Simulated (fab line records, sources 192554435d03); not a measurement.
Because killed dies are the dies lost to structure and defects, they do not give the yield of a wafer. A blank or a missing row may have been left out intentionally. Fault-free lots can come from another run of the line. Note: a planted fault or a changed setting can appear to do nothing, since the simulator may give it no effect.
Chamber matching || flow n5Finfet || 4 sister chambers for N5_MOL_CONTACT_COAG_ALD_20 on aldMetal-01
The step deposits TiN, target thk 1.5 nm, pulse time 1 s, purge time 3 s. 8 wafers are shown with their chamber, then 8 later ones without.

== WAFERS PAIRED WITH THEIR CHAMBERS ==
{"wafer": "L961.5", "chamber": 2, "heaterPowerW (W)": 882, "precursorPulseHeightRel": 1.000}
{"wafer": "L963.6", "chamber": 1, "heaterPowerW (W)": 777, "precursorPulseHeightRel": 0.983}
{"wafer": "L965.1", "chamber": 1, "heaterPowerW (W)": 770, "precursorPulseHeightRel": 0.991}
{"wafer": "L965.6", "chamber": 3, "heaterPowerW (W)": 1155, "precursorPulseHeightRel": 0.988}
{"wafer": "L976.1", "chamber": 2, "heaterPowerW (W)": 891, "precursorPulseHeightRel": 0.985}
{"wafer": "L976.3", "chamber": 3, "heaterPowerW (W)": 1173, "precursorPulseHeightRel": 1.039}
{"wafer": "L976.4", "chamber": 0, "heaterPowerW (W)": 812, "precursorPulseHeightRel": 1.015}
{"wafer": "L977.1", "chamber": 0, "heaterPowerW (W)": 826, "precursorPulseHeightRel": 1.031}

== WAFERS WITH NO CHAMBER GIVEN ==
{"wafer": "L977.2", "heaterPowerW (W)": 1138, "precursorPulseHeightRel": 0.975}
{"wafer": "L977.5", "heaterPowerW (W)": 1189, "precursorPulseHeightRel": 1.006}
{"wafer": "L980.3", "heaterPowerW (W)": 1189, "precursorPulseHeightRel": 0.987}
{"wafer": "L980.5", "heaterPowerW (W)": 794, "precursorPulseHeightRel": 1.022}
{"wafer": "L980.6", "heaterPowerW (W)": 765, "precursorPulseHeightRel": 1.002}
{"wafer": "L981.2", "heaterPowerW (W)": 1196, "precursorPulseHeightRel": 0.981}
{"wafer": "L981.3", "heaterPowerW (W)": 864, "precursorPulseHeightRel": 1.031}
{"wafer": "L981.5", "heaterPowerW (W)": 876, "precursorPulseHeightRel": 1.017}

== THE CHAMBER EACH PASSED THROUGH ==
{"wafer": "L977.2", "from the rows above": 3, "in truth": 3}
{"wafer": "L977.5", "from the rows above": 3, "in truth": 3}
{"wafer": "L980.3", "from the rows above": 3, "in truth": 3}
{"wafer": "L980.5", "from the rows above": "can't be placed: 0 or 1", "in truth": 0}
{"wafer": "L980.6", "from the rows above": 1, "in truth": 1}
{"wafer": "L981.2", "from the rows above": 3, "in truth": 3}
{"wafer": "L981.3", "from the rows above": "can't be placed: 2 or 0", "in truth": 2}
{"wafer": "L981.5", "from the rows above": 2, "in truth": 2}
Placed correctly: 6 of 8. Not placeable from these rows: 2 (in 2, the candidates include the true chamber). Wrongly placed: 0.
How it was worked out, from the rows above alone: a wafer's distance from a chamber is the root of the sum, over the readings, of the square of ((its reading less the chamber's mean) divided by the reading's scatter). If the next closest chamber is less than 2 further off than the closest, the wafer can't be placed; otherwise it belongs to the closest. A chamber's mean is the mean of its shown wafers. The scatter: the root of (the sum of the squares of (reading less its chamber's mean) over the shown wafers, divided by (wafers less chambers)).
